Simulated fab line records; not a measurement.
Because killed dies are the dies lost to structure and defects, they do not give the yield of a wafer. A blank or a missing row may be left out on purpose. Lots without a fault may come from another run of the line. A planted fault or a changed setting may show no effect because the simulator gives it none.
Matching of chambers -- flow nand-harc -- 4 sister chambers for NHARC_A_STAIRCASE_DESCUM_291 on rie-diel-12
The step chemistry O2, time 3 s. 4 wafers are shown with their chamber, then 8 later ones without.

WAFERS WITH THEIR CHAMBER
wafer,chamber,drypump-motor-current-A (A)
L085.1,1,5.8
L085.2,3,5.8
L090.5,0,5.9
L089.1,2,6.1

WAFERS WHOSE CHAMBER IS MISSING
wafer,drypump-motor-current-A (A)
L089.3,5.9
L089.6,5.9
L091.3,5.8
L091.4,5.8
L091.6,5.8
L097.2,5.8
L097.3,5.8
L097.6,6.2

WHICH CHAMBER EACH WENT THROUGH
wafer,from the rows above,in truth
L089.3,0,0
L089.6,0,0
L091.3,can't be placed: 1 or 3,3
L091.4,can't be placed: 1 or 3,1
L091.6,can't be placed: 1 or 3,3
L097.2,can't be placed: 1 or 3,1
L097.3,can't be placed: 1 or 3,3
L097.6,2,2
Placed correctly: 3 of 8. From these rows, 5 cannot be placed; in 5 the true chamber is one of the candidates. Wrongly placed: 0.
How it was worked out, from the rows above alone: a wafer's distance from a chamber is the root of the sum, over the readings, of the square of ((its reading less the chamber's mean) divided by the reading's scatter). The wafer belongs to the nearest chamber; if the next one is less than 2 further off, it can't be placed. The mean given for a chamber averages the wafers shown for that chamber. The scatter: with one shown wafer a chamber, the root of the mean of the squares of how far each hidden wafer lies from its nearest shown one.
